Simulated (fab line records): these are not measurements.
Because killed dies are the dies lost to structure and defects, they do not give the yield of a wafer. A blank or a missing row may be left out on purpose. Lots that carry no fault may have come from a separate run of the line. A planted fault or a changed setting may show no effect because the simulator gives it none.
Chamber matching + flow n5Finfet + 4 sister chambers for N5_HKMG_FIN_DESCUM_53 on rieDiel-01
The step chemistry O2, time 7.9 s. 4 wafers are shown with their chamber, then 9 later ones without.

== EACH WAFER AND ITS CHAMBER ==
| wafer  | chamber | showerheadPlenumPTorr (Torr) |
|--------|---------|------------------------------|
| L078.6 | 1       | 2.17                         |
| L084.1 | 2       | 2.21                         |
| L084.4 | 0       | 1.99                         |
| L084.6 | 3       | 2.08                         |

== WAFERS WITH NO CHAMBER GIVEN ==
| wafer  | showerheadPlenumPTorr (Torr) |
|--------|------------------------------|
| L086.2 | 2.08                         |
| L086.3 | 2.21                         |
| L086.4 | 1.99                         |
| L088.1 | 2.20                         |
| L088.4 | 2.08                         |
| L088.5 | 2.20                         |
| L093.1 | 1.98                         |
| L093.3 | 2.20                         |
| L093.4 | 1.98                         |

== EACH ONE'S CHAMBER ==
| wafer  | from the rows above | in truth |
|--------|---------------------|----------|
| L086.2 | 3                   | 3        |
| L086.3 | 2                   | 2        |
| L086.4 | 0                   | 0        |
| L088.1 | 2                   | 2        |
| L088.4 | 3                   | 3        |
| L088.5 | 2                   | 2        |
| L093.1 | 0                   | 0        |
| L093.3 | 2                   | 2        |
| L093.4 | 0                   | 0        |
Placed correctly: 9 of 9. From these rows, 0 cannot be placed. Placed wrongly: 0.
How it was worked out, from the rows above alone: a wafer's distance from a chamber is the root of the sum, over the readings, of the square of ((its reading less the chamber's mean) divided by the reading's scatter). If the next closest chamber is less than 2 further off than the closest, the wafer can't be placed; otherwise it belongs to the closest. Each chamber's mean is taken over the wafers shown for it. The scatter (one wafer shown for each chamber): square how far every hidden wafer sits from the nearest shown wafer, average those squares and take the square root.
